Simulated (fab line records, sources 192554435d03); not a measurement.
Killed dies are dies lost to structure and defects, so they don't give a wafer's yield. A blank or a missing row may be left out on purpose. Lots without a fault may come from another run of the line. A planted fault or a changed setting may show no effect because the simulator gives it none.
One fault seen from 3 desks | flow n5_finfet | each desk has only its own numbers; what lay behind them comes last

THE TOOL OWNER'S DESK: rie_diel-06
The tool's own readings at N5_BEOL_M6_ETCH_66 (etches SOC in N2/H2, target depth 80 nm, overetch 16 nm, time 120 s): means of the sampled wafers that have a number, for each lot that ran on this tool. A lot is out of limits, marked OUT, if its mean lies more than 4 standard deviations from the usual mean; the brackets give that distance. Of its 8 readings 7 are shown: the one that was out of limits first, and those that lie furthest out on some lot.
Columns: A = chamber_pressure_mTorr at N5_BEOL_M6_ETCH_66, usual 30.001 mTorr; B = drypump_motor_current_A at N5_BEOL_M6_ETCH_66, usual 5.8 A; C = oes_product_au at N5_BEOL_M6_ETCH_66, usual 0.64 a.u.; D = rf_fwd_power_W at N5_BEOL_M6_ETCH_66, usual 835.9 W; E = rf_vpp_V at N5_BEOL_M6_ETCH_66, usual 524.7 V; F = showerhead_plenum_p_Torr at N5_BEOL_M6_ETCH_66, usual 2.57 Torr; G = temp_c at N5_BEOL_M6_ETCH_66, usual 40.00 C
lot  | first seen here | A      | B   | C    | D               | E     | F    | G
L982 | day 9 22:55     | 29.989 | 5.7 | 0.66 | 835.1           | 525.5 | 2.61 | 39.98
L983 | day 10 03:37    | 29.992 | 5.7 | 0.66 | 835.6           | 525.6 | 2.61 | 40.10
L991 | day 11 16:55    | 30.019 | 5.7 | 0.63 | 905.4 (+25) OUT | 515.3 | 2.67 | 40.05
This desk's finding: out of limits on L991; first on L991, day 11 16:55 (rf_fwd_power_W at N5_BEOL_M6_ETCH_66). In limits: L982, L983.

THE DEFECT DESK
What the inspections along the route counted, lot by lot: means of the sampled wafers that have a number. A lot is out of limits, marked OUT, if its mean lies more than 4 standard deviations from the usual mean; the brackets give that distance.
Columns: A = raw_defect_count at N5_BEOL_M6_INSPECT_30, usual 438
lot  | first seen here | A
L982 | day 9 21:41     | 299
L983 | day 10 03:25    | 455
L991 | day 11 16:42    | 400
L997 | day 13 14:08    | 489
L998 | day 14 05:13    | 455
This desk's finding: nothing out of limits on any of the 5 lots.

THE METROLOGY DESK
What the gauges read, lot by lot, whatever tool the lot ran on: means of the sampled wafers that have a number. A lot is out of limits, marked OUT, if its mean lies more than 4 standard deviations from the usual mean; the brackets give that distance.
Columns: A = cd_nm at N5_BEOL_M6_CD_MEAS_28, usual 40.03 nm; B = V5_OVL at N5_BEOL_M6_OVL_MEAS_29, usual -0.1 nm
lot  | first seen here | A     | B
L982 | day 9 21:35     | 40.09 | 0.1
L983 | day 10 03:19    | 40.00 | -0.4
L991 | day 11 16:37    | 39.96 | -0.4
L997 | day 13 13:56    | 40.09 | -0.7
L998 | day 14 05:07    | 39.86 | 0.4
This desk's finding: nothing out of limits on any of the 5 lots.

PUT TOGETHER
The tool owner's desk could have raised an alarm at day 11 16:55, on L991.
The defect desk saw nothing out of limits.
The metrology desk saw nothing out of limits.
The defect desk has L991 on record, within its limits.
The metrology desk has L991 on record, within its limits.
Of the lots named, all ran N5_BEOL_M6_ETCH_66 on rie_diel-06.

WHAT THE SIMULATOR HAD PUT IN
Process parameter drift: rie_diel-06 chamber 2, from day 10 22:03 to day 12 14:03, at N5_BEOL_M6_ETCH_66. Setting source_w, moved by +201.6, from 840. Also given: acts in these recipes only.
Lots struck among those shown: L991.
Hours from the fault's start to each desk's first reading out of limits: the tool owner's desk, 19.
